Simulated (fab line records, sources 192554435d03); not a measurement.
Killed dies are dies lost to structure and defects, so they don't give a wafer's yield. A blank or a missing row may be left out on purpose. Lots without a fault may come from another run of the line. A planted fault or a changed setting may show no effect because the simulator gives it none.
fab line records | flow n5_finfet
record lots=6 wafers=18 last_day=18
route steps=1938 shown HKMG_FIN@444 PASSIVATION@1936
lots that met no fault: from a run of the same line without faults
start_h: hours from the record's first day to the start of the lot's first wafer shown | wait_h: hours since the lot's step before | " the same as in the row above | L1.1+2: a row that stands for several wafers | - no value, or no start given | * or withheld: withheld | < > ~ a bound
route shown NAME@n: a module of which the file shows steps, and the number in the route of the first | usual: mean/standard deviation of fault-free wafers | same: alike in all rows | chamber/n: place in a boat | sites: the reading at each site | _std_site: their standard deviation | _edge_site: outer sites' mean less inner sites' | radius_mm: how far each site lies from the wafer's centre | mask NAME#n: copy n | behind: the tool/chamber that last shaped the wafer | hold: why the lot was held/for how many hours/how that ended | device: the transistor (n, p or np) that didn't switch | end of line: the same wafers' tests at the end of the route | a step without rows: its recipe alone | killed: dies lost to structure and defects at the first sort, not the wafer's yield | map: a wafer's dies, x killed, . not, _ none there
set.NAME: the setting as run; set.NAME@STEP: as run at that earlier step | model.NAME: the simulator's own value behind a step, which no gauge read
lots at some steps of the route; a table a step, a row a wafer
services: from which hour (start_h, from the record's first day; less than 0 if before it) a tool's chamber was out of use, for how many hours, and why
## steps
# step N5_HKMG_FIN_ETCH_86
# recipe chemistry=N2/H2 target=SOC target_depth_a=3932 stop_on=TiN ion_energy_ev=100 bias_w=61 pressure_mtorr=30 source_w=850 n2_flow_sccm=200 h2_flow_sccm=200
# usual drypump_motor_current_A=5.8/0.47 oes_product_au=0.77/0.085 rf_fwd_power_W=843/3.3 rf_vpp_V=240.6/1.4 showerhead_plenum_p_Torr=2.53/0.093 throttle_valve_pct=17.79/0.23
# columns lot.wafer tool chamber start_h wait_h drypump_motor_current_A oes_product_au rf_fwd_power_W rf_hours_counter_h rf_vpp_V showerhead_plenum_p_Torr throttle_valve_pct
L812.1 rie_diel-02 2 85.66 - 5.2 0.73 844 197 241.3 2.65 18.31
L812.3 " 1 " " 6.2 0.73 844 183 241.3 2.64 17.83
L812.4 " 3 " " 5.7 0.75 839 - 241.2 2.54 17.76
L815.3 rie_diel-03 1 108.12 - 5.3 0.87 843 42 243.0 2.60 17.47
L815.4 " 0 " " 5.7 0.74 844 164 241.2 2.55 17.87
L815.6 " 2 " " 5.4 0.83 842 - 241.2 2.56 17.48
L817.1 rie_diel-02 3 118.14 - 5.6 0.74 849 153 239.9 2.54 17.76
L817.2 " 2 " " 5.3 0.71 845 209 241.8 2.65 18.31
L817.6 " 0 " " 5.3 0.72 845 - 239.5 2.41 17.53
L819.1 rie_diel-03 1 127.44 - 5.3 0.85 839 50 242.1 2.59 17.49
L819.4 " 3 " " 5.7 0.71 845 239 238.7 2.39 17.99
L819.5 " 3 " " 5.7 0.70 846 - 239.0 2.39 17.99
L828.1 rie_diel-03 0 184.77 - 5.7 0.72 844 195 241.4 2.54 17.93
L828.4 " 3 " " 5.7 0.96 846 4 242.6 2.70 17.58
L828.5 " 0 " " 5.6 0.72 843 - 240.9 2.54 17.93
L834.2 rie_diel-03 0 212.84 - 5.6 0.71 846 205 240.9 2.53 17.94
L834.4 " 2 " " 5.4 0.77 841 113 241.3 2.54 17.56
L834.6 " 3 " " 5.7 0.95 850 - 243.8 2.70 17.56
# step N5_HKMG_FIN_STRIP_89
# recipe chemistry=N2/H2 material=SOC time_s=20 power_w=500 temp_c=40 pressure_mtorr=50 rf_frequency_hz=6e+07 bias_power_w=8 h2_frac=0.5 n2_flow_sccm=300 h2_flow_sccm=300
# step N5_HKMG_FIN_WET_ETCH_87
# recipe chemistry=SC1 target=TiN mix=1:2:40 temp_c=50 time_s=154.2 target_depth_nm=4.7 dry=ipa_marangoni rinse_time_s=30 rinse_temp_c=23
# step N5_HKMG_FIN_STRIP_88
# recipe chemistry=N2/H2 power_w=2500 temp_c=300 h2_frac=0.65 time_s=360 pressure_mtorr=withheld n2_flow_sccm=1750 h2_flow_sccm=3250
# usual drypump_motor_current_A=5.81/0.24 heater_power_w=469/17
# columns lot.wafer tool chamber start_h wait_h drypump_motor_current_A heater_power_w rf_hours_counter_h
L812.1 plasma_asher-02 1 85.90 0.0 5.98 468 38
L812.3 " 1 " " 5.96 494 -
L812.4 " 0 " " 5.37 450 -
L815.3 plasma_asher-02 0 108.49 0.1 5.36 437 -
L815.4 " 1 " " 5.98 477 -
L815.6 " 1 " " 5.96 483 -
L817.1 plasma_asher-02 1 118.42 0.0 5.97 469 46
L817.2 " 0 " " 5.37 448 46
L817.6 " 1 " " 5.98 469 -
L819.1 plasma_asher-01 1 127.69 0.0 5.83 477 95
L819.4 " 0 " " 6.02 468 -
L819.5 " 1 " " 5.82 488 -
L828.1 plasma_asher-01 1 185.03 0.0 5.82 475 106
L828.4 " 1 " " 5.81 476 -
L828.5 " 1 " " 5.82 480 -
L834.2 plasma_asher-01 0 213.09 0.0 6.03 464 112
L834.4 " 0 " " 6.02 474 -
L834.6 " 1 " " 5.78 479 -
# step N5_HKMG_FIN_NWFM_ALD_20
# recipe material=TiAlC target_thk_a=20 temp_c=300 ald_precursor_family=TiCl4 ald_co_reactant=TEA pulse_time_s=3 purge_time_s=2 co_reactant_purge_time_s=2 co_reactant_pulse_time_s=10 ald_cycles=7 pressure_torr=3
# step N5_HKMG_FIN_ALD_71
# recipe material=TiN target_thk_a=10 temp_c=400 ald_precursor_family=TiCl4 ald_co_reactant=NH3 pulse_time_s=1 purge_time_s=3 co_reactant_purge_time_s=2 co_reactant_pulse_time_s=2 ald_cycles=47 pressure_torr=3
# usual ald_cycles=47/0 heater_power_w=850/72 precursor_pulse_height_rel=0.999/0.02
# columns lot.wafer tool chamber start_h wait_h ald_cycles heater_power_w precursor_pulse_height_rel
L812.1 ald_metal-04 1 86.39 0.0 47 963 1.000
L812.3 " 3 " " 47 747 1.002
L812.4 " 2 " " 47 717 1.023
L815.3 ald_metal-01 2 108.86 0.0 47 919 1.012
L815.4 " 3 " " 47 817 0.990
L815.6 " 0 " " 47 780 0.981
L817.1 ald_metal-02 2 118.90 0.0 47 868 1.009
L817.2 " 0 " " 47 825 0.997
L817.6 " 3 " " 47 843 0.996
L819.1 ald_metal-01 0 128.17 0.0 47 802 1.010
L819.4 " 3 " " 47 803 1.010
L819.5 " 2 " " 47 871 0.986
L828.1 ald_metal-04 3 185.52 0.0 47 722 0.983
L828.4 " 1 " " 47 957 0.986
L828.5 " 1 " " 47 969 0.981
L834.2 ald_metal-02 0 213.57 0.0 47 852 0.993
L834.4 " 2 " " 47 860 1.021
L834.6 " 0 " " 47 814 1.016
# step N5_HKMG_FIN_COAT_66
# recipe resist=SOC temp_c=250 time_s=60 spin_rpm=1500 resist_thk_nm=300
# step N5_HKMG_FIN_ETCH_67
# recipe chemistry=N2/H2 target=SOC target_depth_a=3889 stop_on=TiN ion_energy_ev=100 bias_w=61 pressure_mtorr=30 source_w=850 n2_flow_sccm=200 h2_flow_sccm=200
# step N5_HKMG_FIN_STRIP_90
# recipe chemistry=N2/H2 material=SOC time_s=20 power_w=500 temp_c=40 pressure_mtorr=50 rf_frequency_hz=6e+07 bias_power_w=8 h2_frac=0.5 n2_flow_sccm=300 h2_flow_sccm=300
# step N5_HKMG_FIN_WET_ETCH_73
# recipe chemistry=SC1 mix=1:2:40 temp_c=50 time_s=42.3 target_depth_nm=1.3 dry=ipa_marangoni rinse_time_s=30 rinse_temp_c=23
# step N5_HKMG_FIN_ETCHBACK_68
# recipe chemistry=Cl2/Ar stop_on=HfO2 target_depth_a=5 pressure_mtorr=10 icp_w=600 bias_w=60 Cl2_flow_sccm=40 Ar_flow_sccm=60
# usual drypump_motor_current_A=5.8/0.4 oes_product_au=0.70/0.095 rf_fwd_power_W=595.8/2.1 throttle_valve_pct=20.93/0.19
# columns lot.wafer tool chamber start_h wait_h drypump_motor_current_A oes_product_au rf_fwd_power_W rf_hours_counter_h throttle_valve_pct
L812.1 rie_metal-01 0 86.94 0.0 5.6 0.62 593.6 115 20.99
L812.3 " 1 " " 5.4 0.71 593.8 - 20.72
L812.4 " 0 " " 5.5 0.61 596.5 - 20.98
L815.3 rie_metal-03 0 109.46 0.1 5.6 0.66 597.2 - 20.97
L815.4 " 1 " " 5.5 0.78 597.7 - 21.22
L815.6 " 1 " " 5.5 0.78 597.5 - 21.23
L817.1 rie_metal-03 0 119.46 0.0 5.5 0.58 596.7 99 21.07
L817.2 " 1 " " 5.5 0.78 594.8 46 21.24
L817.6 " 0 " " 5.6 0.66 596.3 - 20.96
L819.1 rie_metal-01 1 128.93 0.0 5.5 0.70 593.7 70 20.74
L819.4 " 0 " " 5.5 0.61 596.6 - 20.98
L819.5 " 0 " " 5.5 0.61 594.5 - 21.00
L828.1 rie_metal-02 1 186.07 0.0 6.4 0.63 595.2 108 20.70
L828.4 " 0 " " 6.3 0.88 594.0 - 20.86
L828.5 " 1 " " 6.4 0.62 598.5 - 20.72
L834.2 rie_metal-03 1 214.15 0.0 5.5 0.75 598.1 56 21.26
L834.4 " 0 " " 5.6 0.64 595.7 - 20.99
L834.6 " 1 " " 5.5 0.74 598.6 - 21.25
# step N5_HKMG_FIN_STRIP_69
# recipe chemistry=N2/H2 power_w=2500 temp_c=300 h2_frac=0.65 time_s=360 pressure_mtorr=withheld n2_flow_sccm=1750 h2_flow_sccm=3250
# usual drypump_motor_current_A=5.78/0.27 heater_power_w=468/18
# columns lot.wafer tool chamber start_h wait_h drypump_motor_current_A heater_power_w rf_hours_counter_h
L812.1 plasma_asher-02 1 87.09 0.1 5.97 476 39
L812.3 " 1 " " 5.97 466 -
L812.4 " 0 " " 5.35 434 -
L815.3 plasma_asher-02 0 109.68 0.2 5.35 438 -
L815.4 " 1 " " 5.98 484 -
L815.6 " 1 " " 5.97 487 -
L817.1 plasma_asher-02 1 119.60 0.1 5.98 484 46
L817.2 " 0 " " 5.37 439 46
L817.6 " 1 " " 5.99 474 -
L819.1 plasma_asher-02 1 129.07 0.1 5.99 485 49
L819.4 " 0 " " 5.36 446 -
L819.5 " 0 " " 5.35 458 -
L828.1 plasma_asher-02 0 186.21 0.1 5.36 452 60
L828.4 " 0 " " 5.37 449 -
L828.5 " 1 " " 5.99 479 -
L834.2 plasma_asher-02 0 214.29 0.1 5.40 441 65
L834.4 " 1 " " 6.01 484 -
L834.6 " 1 " " 5.99 481 -
# step N5_HKMG_FIN_ALD_21
# recipe material=TiN target_thk_a=15 temp_c=400 ald_precursor_family=TiCl4 ald_co_reactant=NH3 pulse_time_s=1 purge_time_s=3 co_reactant_purge_time_s=2 co_reactant_pulse_time_s=2 ald_cycles=68 pressure_torr=3
# usual ald_cycles=68/0 heater_power_w=849/73 precursor_pulse_height_rel=0.997/0.021
# columns lot.wafer tool chamber start_h wait_h ald_cycles heater_power_w precursor_pulse_height_rel model.TiN_of_HKMG_FIN_ALD_21.thk_nm
L812.1 ald_metal-04 1 87.47 0.3 68 966 0.970 1.6
L812.3 " 0 " " 68 942 0.992 1.6
L812.4 " 3 " " 68 735 1.004 1.6
L815.3 ald_metal-01 1 109.94 0.1 68 907 1.003 1.4
L815.4 " 0 " " 68 780 0.998 1.4
L815.6 " 2 " " 68 883 0.967 1.4
L817.1 ald_metal-01 1 119.99 0.3 68 924 0.973 1.6
L817.2 " 2 " " 48 888 0.992 1
L817.6 " 1 " " 68 938 1.009 1.6
L819.1 ald_metal-01 3 129.45 0.3 68 814 1.009 1.4
L819.4 " 0 " " 48 767 1.027 1
L819.5 " 3 " " 48 808 1.020 1
L828.1 ald_metal-02 1 186.60 0.3 68 878 1.014 1.6
L828.4 " 0 " " 68 837 1.046 1.6
L828.5 " 2 " " 68 860 1.015 1.6
L834.2 ald_metal-02 1 214.67 0.3 68 866 0.982 1.4
L834.4 " 2 " " 68 869 0.970 1.4
L834.6 " 0 " " 68 834 0.992 1.6
# step N5_HKMG_FIN_ALD_72
# recipe material=W target_thk_a=20 temp_c=300 pressure_torr=7.5 ald_precursor_family=WF6 ald_co_reactant=B2H6 pulse_time_s=1 purge_time_s=2 co_reactant_purge_time_s=2 co_reactant_pulse_time_s=3 ald_cycles=7
# step N5_PASSIVATION_PROBE_49
# usual killed_at_M0_to_M3=37/12 killed_at_M4_up=14/5.3 killed_at_contacts=12/6.2 killed_at_front_end=41/11 killed_at_other=3.7/2.9 killed_dies=107/17 killed_open=71/12 killed_short=34/7.9
# same gross_dies=1180 killed_at_back_side=0
# columns lot.wafer tool chamber start_h wait_h killed_at_M0_to_M3 killed_at_M4_up killed_at_contacts killed_at_front_end killed_at_other killed_dies killed_open killed_short
L812.1 prober-02 - 277.55 0.0 46 10 8 34 2 100 76 22
L812.3 prober-02 - 277.65 0.1 34 7 12 27 2 82 56 21
L812.4 prober-02 - 277.70 0.2 45 13 8 20 2 88 49 35
L817.1 prober-01 - 310.89 0.0 43 11 13 37 1 105 64 41
L817.2 prober-01 - 310.94 0.1 30 20 9 40 5 104 64 38
L817.6 prober-01 - 311.14 0.3 23 24 9 41 2 99 66 25
L819.1 prober-02 - 325.04 0.0 21 14 12 34 8 89 58 29
L819.4 prober-02 - 325.19 0.2 30 13 18 49 2 112 75 35
L819.5 prober-02 - 325.24 0.2 38 9 8 49 5 109 69 39
L828.1 prober-01 - 387.40 0.0 40 15 11 43 4 113 78 33
# killed by level:class
L812.1 STI_FIN_REVEAL:geometric_particle:open=14 BEOL_M0_SAQP:geometric_particle:open=11 BEOL_M3:geometric_particle:open=8 BEOL_M0_SAQP:geometric_particle:short=7 BEOL_M2:geometric_particle:open=7 FIN_SAQP:geometric_particle:open=6 BEOL_M1:geometric_particle:open=6 MOL_CONTACT_COAG:geometric_particle:open=6
L812.3 MOL_CONTACT_COAG:geometric_particle:open=9 STI_FIN_REVEAL:geometric_particle:open=7 BEOL_M0_SAQP:geometric_particle:short=7 FIN_SAQP:geometric_particle:open=6 BEOL_M2:geometric_particle:open=6 BEOL_M3:geometric_particle:open=6 BEOL_M0_SAQP:geometric_particle:open=5 BEOL_M1:geometric_particle:open=5
L812.4 BEOL_M0_SAQP:geometric_particle:short=11 BEOL_M0_SAQP:geometric_particle:open=11 BEOL_M1:geometric_particle:open=10 MOL_CONTACT_COAG:geometric_particle:open=5 FIN_SAQP:geometric_particle:open=4 FIN_SAQP:geometric_particle:short=4 MOL_CONTACT_COAG:geometric_particle:short=3 BEOL_M2:geometric_particle:open=3
L817.1 BEOL_M0_SAQP:geometric_particle:short=15 BEOL_M0_SAQP:geometric_particle:open=12 MOL_CONTACT_COAG:geometric_particle:open=11 FIN_SAQP:geometric_particle:open=9 STI_FIN_REVEAL:geometric_particle:open=9 BEOL_M1:geometric_particle:open=9 STARTING-WAFER:geometric_particle:short=5 FIN_SAQP:geometric_particle:short=4
L817.2 FIN_SAQP:geometric_particle:open=15 BEOL_M0_SAQP:geometric_particle:short=8 BEOL_M1:geometric_particle:open=7 MOL_CONTACT_COAG:geometric_particle:open=6 BEOL_M4:geometric_particle:open=6 FIN_SAQP:geometric_particle:short=5 BEOL_M0_SAQP:geometric_particle:open=5 STI_FIN_REVEAL:geometric_particle:open=4
L817.6 BEOL_M4:geometric_particle:open=14 STI_FIN_REVEAL:geometric_particle:open=11 FIN_SAQP:geometric_particle:open=7 MOL_CONTACT_COAG:geometric_particle:open=6 BEOL_M0_SAQP:geometric_particle:open=6 HKMG_FIN:area_etch=6 FIN_SAQP:geometric_particle:short=5 BEOL_M0_SAQP:geometric_particle:short=5
L819.1 MOL_CONTACT_COAG:geometric_particle:open=9 BEOL_M2:geometric_particle:open=9 DUMMY_GATE:geometric_particle:open=7 FIN_SAQP:geometric_particle:open=5 STI_FIN_REVEAL:geometric_particle:open=5 ILD0:geometric_particle:short=4 BEOL_M2:geometric_particle:short=4 STARTING-WAFER:geometric_particle:open=4
L819.4 FIN_SAQP:geometric_particle:short=18 MOL_CONTACT_COAG:geometric_particle:open=16 BEOL_M2:geometric_particle:open=14 FIN_SAQP:geometric_particle:open=10 DUMMY_GATE:geometric_particle:open=7 STI_FIN_REVEAL:geometric_particle:open=6 BEOL_M0_SAQP:geometric_particle:short=5 BEOL_M5:geometric_particle:open=4
L819.5 FIN_SAQP:geometric_particle:short=13 FIN_SAQP:geometric_particle:open=9 BEOL_M0_SAQP:geometric_particle:open=9 STI_FIN_REVEAL:geometric_particle:open=8 DUMMY_GATE:geometric_particle:open=8 BEOL_M2:geometric_particle:open=8 MOL_CONTACT_COAG:geometric_particle:open=7 BEOL_M0_SAQP:geometric_particle:short=7
L828.1 STI_FIN_REVEAL:geometric_particle:open=11 BEOL_M2:geometric_particle:open=11 BEOL_M0_SAQP:geometric_particle:open=9 MOL_CONTACT_COAG:geometric_particle:open=8 FIN_SAQP:geometric_particle:open=7 FIN_SAQP:geometric_particle:short=6 BEOL_M0_SAQP:geometric_particle:short=6 BEOL_M4:geometric_particle:open=6
## services
# columns tool chamber start_h hours kind
plasma_asher-02 - 63.04 2.8 pm
rie_diel-03 0 64.56 13.4 repair
rie_diel-02 0 79.64 8.6 repair
rie_diel-02 1 79.64 3.7 repair
rie_metal-02 0 83.84 - clean
rie_metal-02 0 83.84 23.6 scheduled_down
rie_metal-02 0 83.84 23.6 vent_cycle
plasma_asher-01 - 90.19 7.5 repair
ald_metal-04 - 118.44 2.8 pm
ald_metal-01 3 119.98 5.4 repair
ald_metal-02 3 130.22 107.3 repair
rie_diel-02 - 145.40 4.3 pm
rie_diel-03 3 158.12 - clean
rie_diel-03 3 158.12 - consumable_replace:focus_ring
rie_diel-03 3 158.12 - consumable_replace:showerhead
rie_diel-03 3 158.12 16.4 scheduled_down
rie_diel-03 3 158.12 16.4 vent_cycle
rie_diel-02 - 163.03 3.2 repair
rie_metal-01 - 171.73 28.1 pm
rie_diel-03 3 189.80 9.6 repair
## key
first_sign step=N5_HKMG_FIN_ALD_21 reading=ald_cycles direction=down sigmas=99+ usual=* struck=*
effect none on later readings
model_effect step=N5_HKMG_FIN_ALD_21 value=TiN_of_HKMG_FIN_ALD_21.thk_nm without=1.4 struck=1
met_at N5_HKMG_FIN_ALD_21
struck_wafers L817.2,L819.4,L819.5
tester_left_out L817,L819
onset_between 109.94 119.99
fault kind=process_parameter_drift tool=ald_metal-01 chamber=- onset_h=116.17 steps=N5_HKMG_FIN_ALD_21 channel=ald_cycles offset=* shape=step end_h=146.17 scope=struck_wafers_only acts_in=* stated=*
# tester_left_out: of these lots the tester's yield and bins aren't shown, on N5 and GAA mostly nor the transistor test; their killed dies are dies lost to structure and defects alone, not to doping, threshold or leakage, so they don't give the yield
